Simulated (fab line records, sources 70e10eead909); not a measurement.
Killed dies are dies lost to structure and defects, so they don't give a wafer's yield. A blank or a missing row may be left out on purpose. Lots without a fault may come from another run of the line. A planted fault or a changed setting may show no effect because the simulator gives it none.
fab line records | flow nand_harc | part 2 of 2: steps 24 to 34 of 34
record lots=5 wafers=15 last_day=25
route steps=1159 shown P_BONDPAD@359 A_START@389 A_ZERO_WELL@390
lots that met no fault: from a run of the same line without faults
start_h: hours from the record's first day to the start of the lot's first wafer shown | wait_h: hours since the lot's step before | " the same as in the row above | L1.1+2: a row that stands for several wafers | - no value, or no start given | * or withheld: withheld | < > ~ a bound
route shown NAME@n: a module of which the file shows steps, and the number in the route of the first | usual: mean/standard deviation of fault-free wafers | same: alike in all rows | chamber/n: place in a boat | sites: the reading at each site | _std_site: their standard deviation | _edge_site: outer sites' mean less inner sites' | radius_mm: how far each site lies from the wafer's centre | mask NAME#n: copy n | behind: the tool/chamber that last shaped the wafer | hold: why the lot was held/for how many hours/how that ended | device: the transistor (n, p or np) that didn't switch | end of line: the same wafers' tests at the end of the route | a step without rows: its recipe alone | killed: dies lost to structure and defects at the first sort, not the wafer's yield | map: a wafer's dies, x killed, . not, _ none there
set.NAME: the setting as run; set.NAME@STEP: as run at that earlier step | model.NAME: the simulator's own value behind a step, which no gauge read
lots at some steps of the route; a table a step, a row a wafer
services: from which hour (start_h, from the record's first day; less than 0 if before it) a tool's chamber was out of use, for how many hours, and why
## steps
# step NHARC_P_BONDPAD_SRD_21
# recipe time_s=30 temp_c=23 dry_time_s=20 spin_rpm=1500
# usual bath_heat_duty_pct=3.7/0.52
# columns lot.wafer tool chamber start_h wait_h bath_heat_duty_pct
L078.1 wet_bench-10 2 152.17 0.0 3.8
L078.4 " 3 " " 3.6
L078.3 " 5 " " 3.3
L076.5 wet_bench-10 3 152.50 0.0 4.3
L076.3 " 5 " " 4.0
L076.2 " 6 " " 3.6
L080.4 wet_bench-08 2 170.34 0.0 3.0
L080.6 " 5 " " 3.9
L080.5 " 6 " " 3.2
L092.4 wet_bench-08 5 242.79 0.0 4.3
L092.5 " 1 " " 3.7
L092.1 " 2 " " 3.4
L097.5 wet_bench-10 1 268.42 0.0 3.9
L097.3 " 3 " " 4.6
L097.4 " 5 " " 3.9
# step NHARC_P_BONDPAD_INSPECT_23
# usual raw_defect_count=334/120
# columns lot.wafer tool chamber start_h wait_h raw_defect_count
L078.1 defect_inspect-02 - 152.38 0.0 147
L078.3 " - " " 142
L078.4 " - " " 213
L076.2 defect_inspect-02 - 152.70 0.0 450
L076.3 " - " " 350
L076.5 " - " " 319
L080.4 defect_inspect-02 - 170.52 0.0 292
L080.5 " - " " 419
L080.6 " - " " 310
L092.1 defect_inspect-02 - 242.98 0.1 261
L092.4 " - " " 266
L092.5 " - " " 398
L097.3 defect_inspect-01 - 268.60 0.0 193
L097.4 " - " " 221
L097.5 " - " " 259
# step NHARC_P_BONDPAD_ACTIVATE_29
# recipe time_s=60 n2_flow_sccm=200 ar_flow_sccm=0 bias_power_w=0 chemistry=N2
# usual drypump_motor_current_A=5.7/0.39 oes_product_au=1.003/0.0065 rf_vpp_V=64.4/0.79 showerhead_plenum_p_Torr=1.80/0.076
# columns lot.wafer tool chamber start_h wait_h drypump_motor_current_A oes_product_au rf_hours_counter_h rf_vpp_V showerhead_plenum_p_Torr
L078.3 rie_diel-05 2 152.44 0.1 5.4 1.004 56 63.7 1.76
L078.4 " 3 " " 5.9 0.999 57 64.0 1.68
L078.1 " 1 " " 6.0 0.994 50 65.1 1.85
L076.2 rie_diel-05 2 152.79 0.1 5.4 1.006 57 63.9 1.76
L076.3 " 3 " " 5.9 1.008 57 63.8 1.68
L076.5 " 0 " " 6.2 1.009 - 63.8 1.79
L080.4 rie_diel-09 1 170.59 0.1 5.0 1.008 8 63.7 1.85
L080.6 " 0 " " 5.7 1.007 - 63.7 1.68
L080.5 " 1 " " 5.0 1.011 - 64.8 1.85
L092.1 rie_diel-11 2 243.04 0.1 6.0 1.004 14 63.5 1.90
L092.4 " 0 " " 5.3 1.006 15 63.7 1.77
L092.5 " 2 " " 6.1 0.998 - 64.3 1.90
L097.3 rie_diel-09 0 268.66 0.1 5.7 1.001 1 64.0 1.68
L097.4 " 1 " " 5.0 1.000 1 63.9 1.84
L097.5 " 0 " " 5.7 0.991 - 62.3 1.68
# step NHARC_P_BONDPAD_PRECLEAN_30
# recipe time_s=300 temp_c=23 chemistry=DIW
# usual bath_heat_duty_pct=3.7/0.51
# columns lot.wafer tool chamber start_h wait_h bath_heat_duty_pct
L078.1 wet_bench-08 6 152.61 0.1 3.8
L078.4 " 7 " " 4.4
L078.3 " 1 " " 4.4
L076.3 wet_bench-10 3 152.91 0.1 3.2
L076.2 " 5 " " 3.9
L076.5 " 0 " " 3.2
L080.4 wet_bench-10 4 170.76 0.2 3.8
L080.6 " 6 " " 4.5
L080.5 " 7 " " 2.4
L092.4 wet_bench-10 0 243.21 0.1 3.4
L092.1 " 2 " " 3.3
L092.5 " 4 " " 4.2
L097.4 wet_bench-08 2 268.83 0.1 3.6
L097.3 " 3 " " 3.9
L097.5 " 4 " " 3.1
# step NHARC_P_BONDPAD_SRD_31
# recipe time_s=30 temp_c=23 dry_time_s=20 spin_rpm=1500
# usual bath_heat_duty_pct=3.7/0.49
# columns lot.wafer tool chamber start_h wait_h bath_heat_duty_pct
L078.1 wet_bench-08 6 - - 3.6
L078.4 " 7 " " 4.4
L078.3 " 1 " " 4.5
L076.3 wet_bench-10 3 - - 3.6
L076.2 " 5 " " 3.3
L076.5 " 0 " " 3.8
L080.4 wet_bench-10 4 - - 4.8
L080.6 " 6 " " 4.0
L080.5 " 7 " " 3.5
L092.4 wet_bench-10 0 - - 3.5
L092.1 " 2 " " 3.8
L092.5 " 4 " " 3.7
L097.4 wet_bench-08 2 - - 3.3
L097.3 " 3 " " 3.9
L097.5 " 4 " " 3.2
# step NHARC_A_START_INSPECT_01
# usual raw_defect_count=3.6/1.8
# columns lot.wafer tool chamber start_h wait_h raw_defect_count
L078.1 defect_inspect-01 - 152.85 - 5
L078.3 " - " " 4
L078.4 " - " " 5
L076.2 defect_inspect-02 - 153.25 - 2
L076.3 " - " " 4
L076.5 " - " " 6
L080.4 defect_inspect-01 - 171.00 - 2
L080.5 " - " " 4
L080.6 " - " " 2
L092.1 defect_inspect-01 - 243.45 - 1
L092.4 " - " " 4
L092.5 " - " " 4
L097.3 defect_inspect-01 - 269.07 - 3
L097.4 " - " " 3
L097.5 " - " " 3
# step NHARC_A_ZERO_WELL_PRECLEAN_00
# recipe time_s=600 temp_c=120 chemistry=SPM
# usual bath_heat_duty_pct=13.4/1.5
# columns lot.wafer tool chamber start_h wait_h bath_heat_duty_pct
L078.4 wet_bench-09 3 152.94 0.1 12.1
L078.3 " 7 " " 11.0
L078.1 " 0 " " 13.0
L076.2 wet_bench-06 2 153.35 0.1 12.7
L076.3 " 3 " " 14.7
L076.5 " 4 " " 13.9
L080.6 wet_bench-09 6 171.08 0.1 13.8
L080.5 " 7 " " 11.3
L080.4 " 3 " " 13.3
L092.4 wet_bench-09 2 243.54 0.1 15.9
L092.1 " 6 " " 14.3
L092.5 " 7 " " 9.7
L097.3 wet_bench-09 6 269.16 0.1 14.0
L097.4 " 1 " " 14.0
L097.5 " 2 " " 14.3
# step NHARC_A_ZERO_WELL_SRD_01
# columns lot.wafer tool chamber start_h wait_h
L078.4+3+1 wet_bench-09 3,7,0 - -
L076.2+3+5 wet_bench-06 2,3,4 - -
L080.6+5+4 wet_bench-09 6,7,3 - -
L092.4+1+5 wet_bench-09 2,6,7 - -
L097.3+4+5 wet_bench-09 6,1,2 - -
# step NHARC_A_ZERO_WELL_DEHYDRATE_02
# recipe temp_c=150 time_s=120
# usual heater_power_total_W=182.7/1.3
# columns lot.wafer tool chamber start_h wait_h heater_power_total_W
L078.1 litho_track-07 0 153.25 - 184.2
L078.3 " 0 " " 184.3
L078.4 " 0 " " 181.4
L076.2 litho_track-03 0 153.66 - 183.9
L076.3 " 0 " " 180.7
L076.5 " 0 " " 182.3
L080.4 litho_track-05 0 171.39 - 181.2
L080.5 " 0 " " 183.4
L080.6 " 0 " " 181.9
L092.1 litho_track-07 0 243.85 - 184.6
L092.4 " 0 " " 183.1
L092.5 " 0 " " 184.8
L097.3 litho_track-03 0 269.47 - 184.5
L097.4 " 0 " " 184.2
L097.5 " 0 " " 181.5
# step NHARC_A_ZERO_WELL_HMDS_03
# recipe time_s=30
# columns lot.wafer tool chamber start_h wait_h
L078.1+3+4 litho_track-07 0 - -
L076.2+3+5 litho_track-03 0 - -
L080.4+5+6 litho_track-05 0 - -
L092.1+4+5 litho_track-07 0 - -
L097.3+4+5 litho_track-03 0 - -
# step NHARC_A_ZERO_WELL_COAT_18
# recipe temp_c=200 time_s=65
# usual heater_power_total_W=386.1/1.3
# columns lot.wafer tool chamber start_h wait_h heater_power_total_W
L078.1 litho_track-07 0 - - 384.5
L078.3 " 0 " " 385.9
L078.4 " 0 " " 384.4
L076.2 litho_track-03 0 - - 388.0
L076.3 " 0 " " 385.4
L076.5 " 0 " " 385.9
L080.4 litho_track-05 0 - - 387.7
L080.5 " 0 " " 387.9
L080.6 " 0 " " 385.4
L092.1 litho_track-07 0 - - 385.5
L092.4 " 0 " " 384.8
L092.5 " 0 " " 386.1
L097.3 litho_track-03 0 - - 386.7
L097.4 " 0 " " 386.6
L097.5 " 0 " " 385.7
## services
# columns tool chamber start_h hours kind
krf_scanner-04 - 126.00 4.0 pm
wet_bench-06 - 129.60 8.0 pm
krf_scanner-04 - 135.31 7.7 repair
krf_scanner-03 - 136.32 0.7 repair
wet_bench-08 - 137.76 1.5 repair
rie_diel-11 1 139.63 2.1 repair
pvd_sputter-03 - 149.10 1.8 repair
pvd_sputter-03 - 157.13 3.6 repair
rie_diel-09 - 161.76 0.5 repair
pvd_sputter-01 - 161.99 10.0 pm
rie_diel-05 - 163.62 9.0 pm
litho_track-02 - 165.00 7.0 pm
rie_diel-09 1 170.71 15.8 repair
rie_diel-05 0 185.02 4.9 repair
litho_track-07 - 189.00 7.0 pm
rie_diel-11 - 189.59 9.0 pm
cmp-04 - 203.95 4.0 pm
litho_track-03 - 213.00 7.0 pm
pvd_sputter-02 - 214.06 10.0 pm
pvd_sputter-03 - 221.23 11.6 repair
wet_bench-08 - 230.40 8.0 pm
litho_track-05 - 237.00 7.0 pm
wet_bench-10 - 247.20 8.0 pm
rie_diel-09 - 254.10 9.0 pm
